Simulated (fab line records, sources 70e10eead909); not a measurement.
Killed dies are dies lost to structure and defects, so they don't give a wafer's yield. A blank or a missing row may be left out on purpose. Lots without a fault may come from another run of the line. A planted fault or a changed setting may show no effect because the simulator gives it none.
Chamber matching | flow nand_harc | NHARC_P_M1_STRIP_18 on rie_diel-06: 4 sister chambers
The step strips in N2/H2. 4 wafers are shown with their chamber, then 8 later ones without.

WAFERS WITH THEIR CHAMBER
wafer  | chamber | showerhead_plenum_p_Torr (Torr)
L084.5 | 1       | 1.90
L086.1 | 2       | 1.98
L086.3 | 3       | 2.12
L091.1 | 0       | 1.97

WAFERS WITHOUT THEIR CHAMBER
wafer  | showerhead_plenum_p_Torr (Torr)
L091.5 | 1.89
L091.6 | 1.98
L093.1 | 2.12
L093.3 | 1.97
L093.4 | 1.89
L094.1 | 1.89
L094.3 | 2.12
L094.4 | 1.97

WHICH CHAMBER EACH WENT THROUGH
wafer  | from the rows above     | in truth
L091.5 | 1                       | 1
L091.6 | can't be placed: 2 or 0 | 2
L093.1 | 3                       | 3
L093.3 | can't be placed: 0 or 2 | 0
L093.4 | 1                       | 1
L094.1 | 1                       | 1
L094.3 | 3                       | 3
L094.4 | can't be placed: 0 or 2 | 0
Placed correctly: 5 of 8. Can't be placed from these rows: 3 (the true chamber is among the candidates in 3). Placed wrongly: 0.
How it was worked out, from the rows above alone: a wafer's distance from a chamber is the root of the sum, over the readings, of the square of ((its reading less the chamber's mean) divided by the reading's scatter). The wafer belongs to the nearest chamber; if the next one is less than 2 further off, it can't be placed. A chamber's mean is the mean of its shown wafers. The scatter: with one shown wafer a chamber, the root of the mean of the squares of how far each hidden wafer lies from its nearest shown one.
